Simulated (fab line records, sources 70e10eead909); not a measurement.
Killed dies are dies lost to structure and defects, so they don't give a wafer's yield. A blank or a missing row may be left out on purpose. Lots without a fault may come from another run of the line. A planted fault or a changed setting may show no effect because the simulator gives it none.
fab line records | flow nand_harc
record lots=11 wafers=33 last_day=33
route steps=1302 shown A_BONDPAD@1223 THIN_TSV@1262 END@1302
lots that met no fault: from a run of the same line without faults
start_h: hours from the record's first day to the start of the lot's first wafer shown | wait_h: hours since the lot's step before | " the same as in the row above | L1.1+2: a row that stands for several wafers | - no value, or no start given | * or withheld: withheld | < > ~ a bound
route shown NAME@n: a module of which the file shows steps, and the number in the route of the first | usual: mean/standard deviation of fault-free wafers | same: alike in all rows | chamber/n: place in a boat | sites: the reading at each site | _std_site: their standard deviation | _edge_site: outer sites' mean less inner sites' | radius_mm: how far each site lies from the wafer's centre | mask NAME#n: copy n | behind: the tool/chamber that last shaped the wafer | hold: why the lot was held/for how many hours/how that ended | device: the transistor (n, p or np) that didn't switch | end of line: the same wafers' tests at the end of the route | a step without rows: its recipe alone | killed: dies lost to structure and defects at the first sort, not the wafer's yield | map: a wafer's dies, x killed, . not, _ none there
set.NAME: the setting as run; set.NAME@STEP: as run at that earlier step | model.NAME: the simulator's own value behind a step, which no gauge read
steps of the route over a sample of lots; a table a step, a row a wafer
services: from which hour (start_h, from the record's first day; less than 0 if before it) a tool's chamber was out of use, for how many hours, and why
## steps
# step NHARC_A_BONDPAD_ETCH_24
# recipe target_depth_a=300 over_etch_frac=0.3 time_s=72.99 ion_energy_ev=150 cf4_flow_sccm=50 n2_flow_sccm=100 ar_flow_sccm=150 rf_w=300 bias_w=100 chemistry=CF4/N2
# usual cf4_flow_sccm=49.99/0.15 drypump_motor_current_A=5.7/0.31 oes_product_au=0.996/0.0085 rf_vpp_V=313.4/1.7 showerhead_plenum_p_Torr=2.58/0.091 throttle_valve_pct=19.794/0.0088
# columns lot.wafer tool chamber start_h wait_h cf4_flow_sccm drypump_motor_current_A oes_product_au rf_hours_counter_h rf_vpp_V showerhead_plenum_p_Torr throttle_valve_pct
L118.4 rie_diel-06 2 538.09 - 50.02 5.4 0.992 2 316.8 2.73 19.782
L118.3 " 3 " " 50.11 5.7 0.991 2 315.1 2.63 19.777
L118.1 " 0 " " 49.94 5.4 0.990 2 311.4 2.53 19.801
L122.3 rie_diel-12 2 580.41 - 49.70 5.2 0.994 17 312.8 2.60 19.792
L122.2 " 3 " " 50.06 5.8 0.988 22 311.8 2.45 19.801
L122.6 " 1 " " 49.73 6.2 0.998 - 314.0 2.63 19.803
L132.1 rie_diel-12 2 659.51 - 50.06 5.2 0.993 4 314.0 2.59 19.785
L132.3 " 3 " " 49.99 5.8 1.010 4 311.2 2.44 19.805
L132.5 " 0 " " 49.74 5.8 0.997 - 314.7 2.65 19.799
L130.4 rie_diel-04 3 661.12 - 50.09 6.2 1.000 36 309.9 2.45 19.804
L130.1 " 2 " " 50.06 5.3 0.996 28 312.2 2.49 19.788
L130.5 " 0 " " 49.78 5.5 1.009 - 312.2 2.53 19.792
L133.2 rie_diel-12 3 675.45 0.2 50.24 5.8 1.003 7 311.4 2.44 19.795
L133.5 " 3 " " 50.06 5.8 1.006 - 311.0 2.44 19.806
L133.6 " 0 " " 49.86 5.8 1.006 - 313.3 2.65 19.806
L135.2 rie_diel-12 2 710.17 - 49.91 5.2 0.980 14 313.0 2.59 19.786
L135.6 " 0 " " 49.58 5.8 0.995 - 314.4 2.65 19.802
L135.5 " 1 " " 50.07 6.2 0.986 - 314.9 2.62 19.786
L131.3 rie_diel-06 1 713.74 - 49.83 5.8 0.998 1 310.4 2.46 19.791
L131.1 " 2 " " 50.07 5.4 0.994 2 315.3 2.72 19.815
L131.2 " 0 " " 50.19 5.4 0.989 2 311.5 2.53 19.801
L136.3 rie_diel-12 2 721.23 - 50.09 5.2 0.993 17 313.5 2.59 19.794
L136.5 " 1 " " 49.97 6.3 1.006 - 313.3 2.62 19.797
L136.6 " 2 " " 50.05 5.2 0.995 - 312.5 2.59 19.794
L138.1 rie_diel-06 1 738.54 - 49.98 5.8 0.996 2 312.6 2.46 19.793
L138.2 " 3 " " 50.13 5.6 0.992 3 314.2 2.62 19.802
L138.3 " 0 " " 49.88 5.4 0.997 2 312.8 2.53 19.804
L139.2 rie_diel-12 1 745.81 - 50.04 6.3 0.991 20 313.8 2.62 19.788
L139.4 " 3 " " 49.72 5.8 1.011 19 311.2 2.44 19.795
L139.5 " 1 " " 49.85 6.2 0.987 - 313.0 2.62 19.796
L137.3 rie_diel-06 3 757.57 - 49.72 5.6 1.001 3 312.8 2.62 19.771
L137.2 " 0 " " 50.06 5.3 1.003 3 313.5 2.53 19.789
L137.1 " 2 " " 49.93 5.4 0.997 3 315.3 2.72 19.801
# step NHARC_THIN_TSV_ETCH_44
# recipe target_depth_a=15942 time_s=797.1 cf4_flow_sccm=150 o2_flow_sccm=10 ar_flow_sccm=0 rf_w=300 bias_w=800 chemistry=CF4/O2
# usual cf4_flow_sccm=150.0/0.46 drypump_motor_current_A=5.7/0.36 oes_product_au=1.000/0.0072 rf_vpp_V=797.7/2.5 showerhead_plenum_p_Torr=1.89/0.037 throttle_valve_pct=16.915/0.0084
# columns lot.wafer tool chamber start_h wait_h cf4_flow_sccm drypump_motor_current_A oes_product_au rf_hours_counter_h rf_vpp_V showerhead_plenum_p_Torr throttle_valve_pct
L118.4 rie_diel-09 0 552.54 0.1 150.1 5.0 0.991 1 798.5 1.88 16.918
L118.3 " 1 " " 149.8 6.2 0.993 1 795.2 1.86 16.923
L118.1 " 2 " " 149.3 5.2 1.001 1 794.0 1.83 16.898
L122.2 rie_diel-08 0 595.03 0.1 150.4 5.8 1.006 2 795.5 1.85 16.903
L122.3 " 1 " " 150.1 5.7 0.998 2 799.3 1.91 16.906
L122.6 " 0 " " 150.7 5.9 1.004 - 794.9 1.85 16.922
L132.3 rie_diel-08 2 674.52 0.1 149.7 5.5 1.006 5 798.5 1.88 16.920
L132.1 " 3 " " 149.1 6.2 0.991 6 801.1 1.94 16.915
L132.5 " 2 " " 150.3 5.5 1.001 - 797.9 1.88 16.932
L130.4 rie_diel-08 1 675.70 0.1 149.9 5.8 0.992 5 798.3 1.91 16.910
L130.1 " 3 " " 149.9 6.2 0.986 6 802.2 1.94 16.935
L130.5 " 1 " " 150.5 5.7 0.985 - 798.5 1.91 16.908
L133.2 rie_diel-08 3 693.28 0.3 149.8 6.2 0.996 7 801.3 1.94 16.917
L133.5 " 1 " " 149.9 5.7 0.995 - 797.6 1.91 16.906
L133.6 " 2 " " 150.3 5.5 1.002 - 797.6 1.88 16.910
L135.2 rie_diel-05 1 724.60 0.2 150.1 5.3 0.999 8 796.6 1.89 16.907
L135.6 " 2 " " 150.0 5.8 1.000 - 801.1 1.94 16.911
L135.5 " 3 " " 149.7 5.7 1.004 - 799.8 1.92 16.923
L131.2 rie_diel-09 2 728.15 0.1 150.2 5.2 0.993 2 794.5 1.83 16.919
L131.3 " 3 " " 149.2 5.9 1.002 2 794.2 1.82 16.921
L131.1 " 0 " " 150.5 5.0 0.999 2 798.3 1.87 16.912
L136.3 rie_diel-09 1 746.89 0.1 150.8 6.2 1.017 2 795.2 1.85 16.903
L136.6 " 1 " " 151.3 6.2 0.997 - 795.4 1.85 16.905
L136.5 " 2 " " 150.0 5.2 1.006 - 793.8 1.83 16.916
L138.1 rie_diel-08 3 757.66 0.1 150.4 6.2 0.995 1 799.8 1.94 16.919
L138.3 " 1 " " 149.4 5.8 1.003 2 799.7 1.91 16.921
L138.2 " 2 " " 150.3 5.5 1.007 2 799.1 1.88 16.902
L139.2 rie_diel-08 3 760.72 0.2 150.1 6.2 1.000 2 801.5 1.94 16.898
L139.4 " 0 " " 149.5 5.9 1.003 2 795.4 1.84 16.915
L139.5 " 1 " " 150.3 5.7 0.996 - 800.5 1.91 16.919
L137.3 rie_diel-05 1 774.96 0.1 150.2 5.3 0.998 0 797.8 1.89 16.923
L137.2 " 2 " " 149.3 5.8 0.995 0 802.3 1.94 16.923
L137.1 " 3 " " 149.0 5.7 1.000 0 799.4 1.92 16.912
# step NHARC_THIN_TSV_CD_MEAS_16
# usual cd_nm=1000.4/1.3
# columns lot.wafer tool chamber start_h wait_h cd_nm
L118.1 cd_sem-01 - 553.26 0.1 1001.2
L118.3 " - " " 1001.6
L118.4 " - " " 1001.7
L122.2 cd_sem-03 - 595.75 0.1 998.4
L122.3 " - " " 999.9
L122.6 " - " " 999.7
L132.1 cd_sem-03 - 675.21 0.1 999.8
L132.3 " - " " 1000.7
L132.5 " - " " 1000.0
L130.1 cd_sem-01 - 676.36 0.1 999.5
L130.4 " - " " 999.5
L130.5 " - " " 997.7
L133.2 cd_sem-03 - 693.88 0.1 1000.6
L133.5 " - " " 1000.1
L133.6 " - " " 999.6
L135.2 cd_sem-02 - 725.14 0.1 997.8
L135.5 " - " " 999.4
L135.6 " - " " 999.1
L131.1 cd_sem-03 - 728.88 0.1 1002.5
L131.2 " - " " 1001.3
L131.3 " - " " 999.6
L136.3 cd_sem-02 - 747.61 0.1 998.9
L136.5 " - " " 1001.0
L136.6 " - " " 999.9
L138.1 cd_sem-01 - 758.39 0.1 1002.2
L138.2 " - " " 1002.4
L138.3 " - " " 1003.6
L139.2 cd_sem-01 - 761.34 0.1 999.9
L139.4 " - " " 1001.6
L139.5 " - " " 1000.5
L137.1 cd_sem-03 - 775.81 0.1 998.6
L137.2 " - " " 1000.3
L137.3 " - " " 1000.3
# step NHARC_THIN_TSV_STRIP_56
# recipe power_w=1500 temp_c=250 chemistry=O2
# usual drypump_motor_current_A=5.59/0.14 heater_power_w=351/32
# columns lot.wafer tool chamber start_h wait_h drypump_motor_current_A heater_power_w rf_hours_counter_h
L118.1 plasma_asher-01 0 558.69 0.1 5.41 327 4
L118.4 " 0 " " 5.40 321 -
L118.3 " 1 " " 5.56 336 -
L122.2 plasma_asher-02 1 601.37 0.1 5.63 413 39
L122.3 " 1 " " 5.64 410 -
L122.6 " 0 " " 5.79 366 -
L132.1 plasma_asher-01 1 680.84 0.1 5.57 336 28
L132.3 " 1 " " 5.57 326 -
L132.5 " 0 " " 5.41 321 -
L130.1 plasma_asher-01 0 682.04 0.1 5.44 314 28
L130.4 " 0 " " 5.44 310 -
L130.5 " 1 " " 5.58 332 -
L133.2 plasma_asher-02 0 699.49 0.1 5.81 371 19
L133.5 " 1 " " 5.65 390 -
L133.6 " 0 " " 5.84 378 -
L135.2 plasma_asher-02 1 730.77 0.1 5.67 405 26
L135.5 " 0 " " 5.77 376 -
L135.6 " 1 " " 5.66 396 -
L131.2 plasma_asher-02 0 734.48 0.1 5.75 366 26
L131.1 " 1 " " 5.64 397 26
L131.3 " 0 " " 5.78 383 -
L136.3 plasma_asher-01 0 753.48 0.2 5.44 326 -
L136.5 " 1 " " 5.54 337 -
L136.6 " 0 " " 5.42 318 -
L138.1 plasma_asher-01 0 764.21 0.1 5.42 324 13
L138.2 " 1 " " 5.56 331 13
L138.3 " 0 " " 5.42 322 -
L139.2 plasma_asher-02 0 767.29 0.1 5.87 373 33
L139.4 " 1 " " 5.62 389 -
L139.5 " 0 " " 5.82 373 -
L137.1 plasma_asher-01 1 782.06 0.5 5.57 340 18
L137.2 " 0 " " 5.42 328 18
L137.3 " 0 " " 5.43 323 -
# step NHARC_END_SORT_01
# recipe temp_c=25
# usual defect_limited_yield=92.0/2.6 killed_at_array=50/17 killed_at_other=0.7/1 killed_at_periphery=3.4/2.4 killed_dies=54/17 killed_open=3.3/1.7 killed_short=2.5/1.6 sort_bin_2_pct=2.8/1.1 sort_bin_3_pct=0.5/0.33 sort_bin_4_pct=4.6/1.5 sort_n_pass=623/17 sort_rim_yield_pct=92/3.8 sort_yield_pct=92.0/2.6
# same gross_dies=677 sort_bin_5_pct[%]=0 sort_bin_6_pct[%]=0 sort_bin_7_pct[%]=0 sort_bin_8_pct[%]=0 sort_rim_n_gross=106.00
# columns lot.wafer tool chamber start_h wait_h defect_limited_yield[%] killed_at_array killed_at_other killed_at_periphery killed_dies killed_open killed_short sort_bin_2_pct[%] sort_bin_3_pct[%] sort_bin_4_pct[%] sort_n_pass sort_rim_yield_pct[%] sort_yield_pct[%]
L118.1 prober-02 0 567.07 2.5 92.3 51 0 1 52 4 1 2.4 0.1 5.2 625 84 92.3
L118.3 prober-02 0 568.63 3.1 87.0 86 0 2 88 5 4 4.6 1.0 7.4 589 91 87.0
L118.4 prober-02 0 569.42 3.4 87.4 83 0 2 85 3 0 4.3 1.2 7.1 592 88 87.4
L122.2 prober-01 0 613.06 2.8 87.9 74 2 6 82 2 7 3.7 1.0 7.4 595 91 87.9
L122.3 prober-01 0 613.85 3.1 89.8 64 3 2 69 1 2 3.2 0.6 6.4 608 96 89.8
L122.6 prober-01 0 616.23 4.0 81.2 119 4 4 127 5 1 6.1 4.3 8.4 550 74 81.2
L130.1 prober-02 0 689.23 2.5 90.1 65 0 2 67 5 1 3.4 0.4 6.1 610 90 90.1
L130.4 prober-02 0 691.61 3.4 90.3 60 0 6 66 3 5 2.5 0.9 6.4 611 86 90.3
L130.5 prober-02 0 692.41 3.7 91.6 49 0 8 57 4 3 3.0 0.1 5.3 620 90 91.6
L132.1 prober-01 0 689.24 2.5 93.5 41 0 3 44 4 1 1.9 0 4.6 633 97 93.5
L132.3 prober-01 0 690.81 3.1 92.3 50 1 1 52 3 3 2.8 0.3 4.6 625 94 92.3
L132.5 prober-01 0 692.39 3.6 93.6 42 0 1 43 2 3 1.5 0.3 4.6 634 92 93.6
L133.2 prober-01 0 708.68 2.8 94.4 34 1 3 38 3 6 1.6 0.6 3.4 639 94 94.4
L133.5 prober-01 0 711.07 3.7 93.4 39 0 6 45 5 3 2.8 0.6 3.2 632 92 93.4
L133.6 prober-01 0 711.86 4.0 92.0 40 0 14 54 3 4 3.1 0 4.9 623 94 92.0
L135.2 prober-01 0 740.58 2.8 90.4 63 0 2 65 4 6 3.4 0.9 5.3 612 93 90.4
L135.5 prober-01 0 743.00 3.7 90.3 63 1 2 66 6 4 3.8 0.7 5.2 611 97 90.3
L135.6 prober-01 0 743.81 4.0 95.3 29 0 3 32 2 3 2.4 0.4 1.9 645 92 95.3
L131.1 prober-02 0 742.95 2.5 93.6 38 0 5 43 0 5 1.6 0.6 4.1 634 100 93.6
L131.2 prober-02 0 743.75 2.8 94.2 33 1 5 39 5 5 2.5 0.4 2.8 638 87 94.2
L131.3 prober-02 0 744.54 3.1 95.9 25 2 1 28 2 3 1.5 0.1 2.5 649 91 95.9
L136.3 prober-01 0 764.89 3.1 90.7 58 0 5 63 7 2 3.5 0.4 5.3 614 90 90.7
L136.5 prober-01 0 766.50 3.7 90.3 62 1 3 66 7 2 3.4 0.3 6.1 611 90 90.3
L136.6 prober-01 0 767.30 4.0 89.4 72 0 0 72 4 4 3.7 0.3 6.6 605 82 89.4
L138.1 prober-02 0 771.18 2.5 88.9 75 0 0 75 1 1 3.8 0.4 6.8 602 90 88.9
L138.2 prober-02 0 771.98 2.8 89.8 65 2 2 69 1 3 3.8 0.6 5.8 608 93 89.8
L138.3 prober-02 0 772.77 3.1 89.4 67 0 5 72 3 4 5.5 0.3 4.9 605 92 89.4
L139.2 prober-01 0 779.60 2.8 91.3 56 0 3 59 1 2 3.5 0.6 4.6 618 84 91.3
L139.4 prober-01 0 781.21 3.4 92.3 47 1 4 52 3 0 3.1 0.9 3.7 625 95 92.3
L139.5 prober-01 0 782.01 3.7 91.0 56 0 5 61 2 2 2.5 0.3 6.2 616 86 91.0
L137.1 prober-02 0 791.13 2.5 91.9 52 0 3 55 5 4 3.1 0.3 4.7 622 92 91.9
L137.2 prober-02 0 791.94 2.8 91.0 55 5 1 61 4 1 2.7 0.3 6.1 616 91 91.0
L137.3 prober-02 0 792.75 3.1 92.9 43 0 5 48 3 2 2.1 0 5.0 629 92 92.9
# killed by level:class
L118.1 A_SLIT:chamber_film_flake=19 A_CHANNEL_HOLE_D2:chamber_film_flake=15 A_CHANNEL_HOLE_D1:chamber_film_flake=6 A_CONTACT:chamber_film_flake=3 A_M0:geometric_particle:open=2 P_CONTACT:geometric_particle:open=1 A_ONON_D1:geometric_particle:short=1 A_CHANNEL_FILL_D1:geometric_particle:open=1
L118.3 A_CHANNEL_HOLE_D1:chamber_film_flake=35 A_CHANNEL_HOLE_D2:chamber_film_flake=18 A_SLIT:chamber_film_flake=17 A_CONTACT:chamber_film_flake=4 A_STAIRCASE:chamber_film_flake=3 P_GATE:geometric_particle:short=1 P_CONTACT:geometric_particle:open=1 A_SOURCE_PLATE:geometric_particle:open=1
L118.4 A_CHANNEL_HOLE_D2:chamber_film_flake=35 A_SLIT:chamber_film_flake=17 A_CHANNEL_HOLE_D1:chamber_film_flake=15 A_STAIRCASE:chamber_film_flake=6 A_CONTACT:chamber_film_flake=3 A_DECK1_JOINT:chamber_film_flake=2 P_M0:geometric_particle:open=1 A_ONON_D1:geometric_particle:open=1
L122.2 A_SLIT:chamber_film_flake=28 A_CHANNEL_HOLE_D1:chamber_film_flake=26 A_CHANNEL_HOLE_D2:chamber_film_flake=6 A_CHANNEL_FILL_D1:geometric_particle:short=5 P_GATE:chamber_film_flake=5 A_ZERO_WELL:chamber_film_flake=3 A_STAIRCASE:chamber_film_flake=2 THIN_TSV:chamber_film_flake=2
L122.3 A_CHANNEL_HOLE_D1:chamber_film_flake=29 A_SLIT:chamber_film_flake=21 A_CHANNEL_HOLE_D2:chamber_film_flake=7 THIN_TSV:chamber_film_flake=3 P_GATE:chamber_film_flake=2 A_WL_FILL:chamber_film_flake=2 A_CHANNEL_FILL_D1:geometric_particle:short=1 A_CHANNEL_FILL_D1:geometric_particle:open=1
L122.6 A_BONDPAD:unspecified=66 A_SLIT:chamber_film_flake=24 A_CHANNEL_HOLE_D1:chamber_film_flake=13 A_CHANNEL_HOLE_D2:chamber_film_flake=9 THIN_TSV:chamber_film_flake=3 A_M0:geometric_particle:open=2 A_CONTACT:chamber_film_flake=2 P_GATE:geometric_particle:open=1
L130.1 A_SLIT:chamber_film_flake=31 A_CHANNEL_HOLE_D1:chamber_film_flake=18 A_CONTACT:chamber_film_flake=3 P_CONTACT:geometric_particle:open=2 A_ZERO_WELL:chamber_film_flake=2 A_DECK1_JOINT:chamber_film_flake=2 A_WL_FILL:chamber_film_flake=2 A_CHANNEL_FILL_D1:geometric_particle:short=1
L132.1 A_CHANNEL_HOLE_D2:chamber_film_flake=14 A_CHANNEL_HOLE_D1:chamber_film_flake=7 A_CONTACT:chamber_film_flake=7 A_BLC:chamber_film_flake=4 P_GATE:chamber_film_flake=2 A_SLIT:chamber_film_flake=2 A_DECK1_JOINT:chamber_film_flake=2 A_ONON_D1:geometric_particle:open=1
L132.3 A_CHANNEL_HOLE_D2:chamber_film_flake=16 A_CHANNEL_HOLE_D1:chamber_film_flake=8 A_CONTACT:chamber_film_flake=6 A_BLC:chamber_film_flake=5 A_STAIRCASE:chamber_film_flake=3 A_ZERO_WELL:chamber_film_flake=2 A_DECK1_JOINT:chamber_film_flake=2 P_M0:geometric_particle:open=1
L130.4 A_SLIT:chamber_film_flake=27 A_CHANNEL_HOLE_D1:chamber_film_flake=15 A_CONTACT:chamber_film_flake=7 A_DECK1_JOINT:chamber_film_flake=3 P_ZERO_WELL:chamber_film_flake=2 P_M0:geometric_particle:short=1 P_M2:geometric_particle:open=1 A_SOURCE_PLATE:geometric_particle:open=1
L132.5 A_CHANNEL_HOLE_D2:chamber_film_flake=14 A_CHANNEL_HOLE_D1:chamber_film_flake=10 A_CONTACT:chamber_film_flake=6 A_BLC:chamber_film_flake=3 A_ONON_D1:geometric_particle:short=1 A_ONON_D2:geometric_particle:open=1 A_CHANNEL_FILL_D2:geometric_particle:short=1 A_WL_FILL:geometric_particle:short=1
L130.5 A_SLIT:chamber_film_flake=21 A_CHANNEL_HOLE_D1:chamber_film_flake=16 P_ZERO_WELL:chamber_film_flake=2 P_STI:chamber_film_flake=2 P_BONDPAD:chamber_film_flake=2 A_ZERO_WELL:chamber_film_flake=2 A_STAIRCASE:chamber_film_flake=2 A_CONTACT:chamber_film_flake=2
L133.2 A_CHANNEL_HOLE_D2:chamber_film_flake=14 A_CHANNEL_HOLE_D1:chamber_film_flake=4 A_WL_FILL:chamber_film_flake=3 A_ONON_D1:geometric_particle:short=2 A_CHANNEL_FILL_D1:geometric_particle:short=2 P_CONTACT:geometric_particle:short=1 A_CHANNEL_FILL_D1:geometric_particle:open=1 A_CHANNEL_FILL_D2:geometric_particle:open=1
L133.5 A_CHANNEL_HOLE_D2:chamber_film_flake=15 A_WL_FILL:chamber_film_flake=6 A_CHANNEL_HOLE_D1:chamber_film_flake=3 A_CHANNEL_FILL_D1:chamber_film_flake=3 A_SLIT:chamber_film_flake=3 P_CONTACT:geometric_particle:open=2 P_CONTACT:chamber_film_flake=2 P_BONDPAD:chamber_film_flake=2
L133.6 A_CHANNEL_HOLE_D2:chamber_film_flake=12 A_CHANNEL_HOLE_D1:chamber_film_flake=8 A_CONTACT:chamber_film_flake=5 A_SLIT:chamber_film_flake=4 A_WL_FILL:chamber_film_flake=4 P_GATE:chamber_film_flake=3 A_CHANNEL_FILL_D1:geometric_particle:short=2 P_STI:chamber_film_flake=2
L135.2 A_CHANNEL_HOLE_D1:chamber_film_flake=35 A_SLIT:chamber_film_flake=5 A_CHANNEL_FILL_D1:chamber_film_flake=4 A_CONTACT:chamber_film_flake=4 A_ONON_D2:geometric_particle:short=2 A_M0:geometric_particle:open=2 A_STAIRCASE:chamber_film_flake=2 A_WL_FILL:chamber_film_flake=2
L131.1 A_CHANNEL_HOLE_D1:chamber_film_flake=28 P_CONTACT:geometric_particle:short=2 P_ZERO_WELL:chamber_film_flake=2 A_SLIT:chamber_film_flake=2 A_STAIRCASE:chamber_film_flake=2 A_M0:chamber_film_flake=2 P_GATE:geometric_particle:short=1 A_SLIT:geometric_particle:short=1
L135.5 A_CHANNEL_HOLE_D1:chamber_film_flake=38 A_SLIT:chamber_film_flake=5 A_CHANNEL_FILL_D2:chamber_film_flake=4 A_WL_FILL:chamber_film_flake=3 A_CHANNEL_FILL_D1:geometric_particle:open=2 A_ONON_D2:geometric_particle:open=2 A_BLC:geometric_particle:short=2 A_CHANNEL_FILL_D1:chamber_film_flake=2
L131.2 A_CHANNEL_HOLE_D1:chamber_film_flake=15 A_SLIT:chamber_film_flake=3 A_STAIRCASE:chamber_film_flake=3 A_ONON_D2:geometric_particle:short=2 P_ZERO_WELL:chamber_film_flake=2 A_CONTACT:chamber_film_flake=2 A_M0:chamber_film_flake=2 P_GATE:geometric_particle:open=1
L135.6 A_CHANNEL_HOLE_D1:chamber_film_flake=18 A_ONON_D2:geometric_particle:short=2 A_CHANNEL_FILL_D1:chamber_film_flake=2 A_CHANNEL_FILL_D2:chamber_film_flake=2 P_M1:geometric_particle:short=1 A_CHANNEL_FILL_D2:geometric_particle:open=1 A_M0:geometric_particle:open=1 P_ZERO_WELL:chamber_film_flake=1
L131.3 A_CHANNEL_HOLE_D1:chamber_film_flake=16 A_SLIT:chamber_film_flake=3 THIN_TSV:chamber_film_flake=2 P_CONTACT:geometric_particle:short=1 A_ONON_D1:geometric_particle:short=1 A_CHANNEL_FILL_D1:geometric_particle:short=1 A_CHANNEL_HOLE_D2:geometric_particle:open=1 A_WL_FILL:geometric_particle:open=1
L136.3 A_SLIT:chamber_film_flake=29 A_CONTACT:chamber_film_flake=6 A_ZERO_WELL:chamber_film_flake=5 A_CHANNEL_HOLE_D1:chamber_film_flake=5 A_STAIRCASE:chamber_film_flake=4 P_ZERO_WELL:chamber_film_flake=2 A_CHANNEL_FILL_D2:chamber_film_flake=2 P_GATE:geometric_particle:open=1
L136.5 A_SLIT:chamber_film_flake=34 A_CONTACT:chamber_film_flake=11 A_CHANNEL_HOLE_D1:chamber_film_flake=8 P_CONTACT:geometric_particle:open=2 A_CHANNEL_FILL_D1:geometric_particle:open=2 A_CHANNEL_FILL_D2:chamber_film_flake=2 A_STAIRCASE:chamber_film_flake=2 P_M1:geometric_particle:open=1
L136.6 A_SLIT:chamber_film_flake=36 A_CHANNEL_HOLE_D1:chamber_film_flake=17 A_CONTACT:chamber_film_flake=5 A_STAIRCASE:chamber_film_flake=3 A_ONON_D1:geometric_particle:open=1 A_CHANNEL_FILL_D1:geometric_particle:short=1 A_CHANNEL_FILL_D1:geometric_particle:open=1 A_DECK1_JOINT:geometric_particle:short=1
L138.1 A_SLIT:chamber_film_flake=33 A_CHANNEL_HOLE_D2:chamber_film_flake=25 A_CHANNEL_HOLE_D1:chamber_film_flake=8 A_CONTACT:chamber_film_flake=5 A_CHANNEL_FILL_D1:geometric_particle:short=1 A_ONON_D2:geometric_particle:open=1 A_CHANNEL_FILL_D1:chamber_film_flake=1 A_DECK1_JOINT:chamber_film_flake=1
L138.2 A_SLIT:chamber_film_flake=26 A_CHANNEL_HOLE_D2:chamber_film_flake=22 A_CHANNEL_HOLE_D1:chamber_film_flake=10 A_CONTACT:chamber_film_flake=4 THIN_TSV:chamber_film_flake=2 P_CONTACT:geometric_particle:short=1 A_SOURCE_PLATE:geometric_particle:short=1 A_CHANNEL_FILL_D1:geometric_particle:short=1
L138.3 A_SLIT:chamber_film_flake=28 A_CHANNEL_HOLE_D2:chamber_film_flake=21 A_CHANNEL_HOLE_D1:chamber_film_flake=7 A_CONTACT:chamber_film_flake=4 P_GATE:chamber_film_flake=3 P_M0:geometric_particle:open=2 A_STAIRCASE:chamber_film_flake=2 A_ONON_D1:geometric_particle:short=1
L139.2 A_CHANNEL_HOLE_D2:chamber_film_flake=22 A_CHANNEL_HOLE_D1:chamber_film_flake=11 A_CONTACT:chamber_film_flake=10 A_SLIT:chamber_film_flake=7 A_WL_FILL:geometric_particle:short=2 A_WL_FILL:chamber_film_flake=2 P_M2:geometric_particle:open=1 P_ZERO_WELL:chamber_film_flake=1
L139.4 A_CHANNEL_HOLE_D2:chamber_film_flake=17 A_CONTACT:chamber_film_flake=11 A_CHANNEL_HOLE_D1:chamber_film_flake=10 A_SLIT:chamber_film_flake=8 P_CONTACT:geometric_particle:open=2 A_CHANNEL_FILL_D1:geometric_particle:open=1 P_ZERO_WELL:chamber_film_flake=1 P_GATE:chamber_film_flake=1
L139.5 A_CHANNEL_HOLE_D2:chamber_film_flake=23 A_CONTACT:chamber_film_flake=12 A_CHANNEL_HOLE_D1:chamber_film_flake=10 A_SLIT:chamber_film_flake=5 P_ZERO_WELL:chamber_film_flake=4 A_BLC:geometric_particle:open=2 A_M0:chamber_film_flake=2 P_M0:geometric_particle:short=1
L137.1 A_SLIT:chamber_film_flake=28 A_CONTACT:chamber_film_flake=7 A_WL_FILL:geometric_particle:short=2 P_ZERO_WELL:chamber_film_flake=2 A_CHANNEL_HOLE_D1:unspecified=2 A_CHANNEL_HOLE_D1:chamber_film_flake=2 P_M0:geometric_particle:open=1 A_ONON_D1:geometric_particle:open=1
L137.2 A_SLIT:chamber_film_flake=32 A_CONTACT:chamber_film_flake=10 THIN_TSV:chamber_film_flake=5 A_CHANNEL_HOLE_D1:chamber_film_flake=3 A_CHANNEL_HOLE_D1:unspecified=2 A_WL_FILL:chamber_film_flake=2 P_M2:geometric_particle:open=1 A_CHANNEL_FILL_D1:geometric_particle:open=1
L137.3 A_SLIT:chamber_film_flake=31 A_CONTACT:chamber_film_flake=6 P_M1:chamber_film_flake=3 A_ONON_D2:geometric_particle:open=2 A_ONON_D1:geometric_particle:open=1 A_CHANNEL_FILL_D1:geometric_particle:short=1 A_ONON_D2:geometric_particle:short=1 P_ZERO_WELL:chamber_film_flake=1
## services
# columns tool chamber start_h hours kind
plasma_asher-01 - 519.56 9.0 pm
rie_diel-12 2 531.48 8.4 repair
rie_diel-08 2 534.86 2.9 repair
rie_diel-08 - 544.80 9.0 pm
rie_diel-06 0 546.42 30.2 repair
plasma_asher-01 - 576.84 1.6 repair
plasma_asher-01 - 580.66 3.7 repair
rie_diel-06 1 582.34 6.6 repair
rie_diel-06 0 594.68 8.7 repair
rie_diel-12 1 594.74 4.0 repair
plasma_asher-02 - 603.47 9.0 pm
rie_diel-12 2 608.01 8.6 repair
rie_diel-08 - 620.62 0.9 repair
rie_diel-12 - 622.52 9.0 pm
rie_diel-06 - 631.38 6.3 repair
rie_diel-06 - 661.20 9.0 pm
plasma_asher-01 - 696.56 9.0 pm
rie_diel-08 - 721.80 9.0 pm
rie_diel-08 3 747.45 1.4 repair
plasma_asher-02 - 757.09 4.9 repair
rie_diel-12 2 758.36 5.9 repair
rie_diel-08 2 763.65 7.1 repair
rie_diel-08 1 778.94 11.9 repair
plasma_asher-02 - 780.47 9.0 pm
## key
first_sign step=NHARC_END_SORT_01 reading=defect_limited_yield direction=down sigmas=4.2 usual=92.0 struck=81.2
effect step=NHARC_END_SORT_01 reading=killed_dies direction=up sigmas=4.2 usual=54 struck=127
more_kills_born_at NHARC_A_BONDPAD_ETCH_24@rie_diel-12=66
met_at NHARC_A_BONDPAD_ETCH_24
struck_lots L122
struck_wafers L122.6
not_acting_at NHARC_THIN_TSV_ETCH_44,NHARC_THIN_TSV_CD_MEAS_16,NHARC_THIN_TSV_STRIP_56
fault kind=chamber_particle_source tool=rie_diel-12 chamber=1 onset_h=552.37 steps=NHARC_A_BONDPAD_ETCH_24 rate_per_visit_cm2=1.6064 end_h=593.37
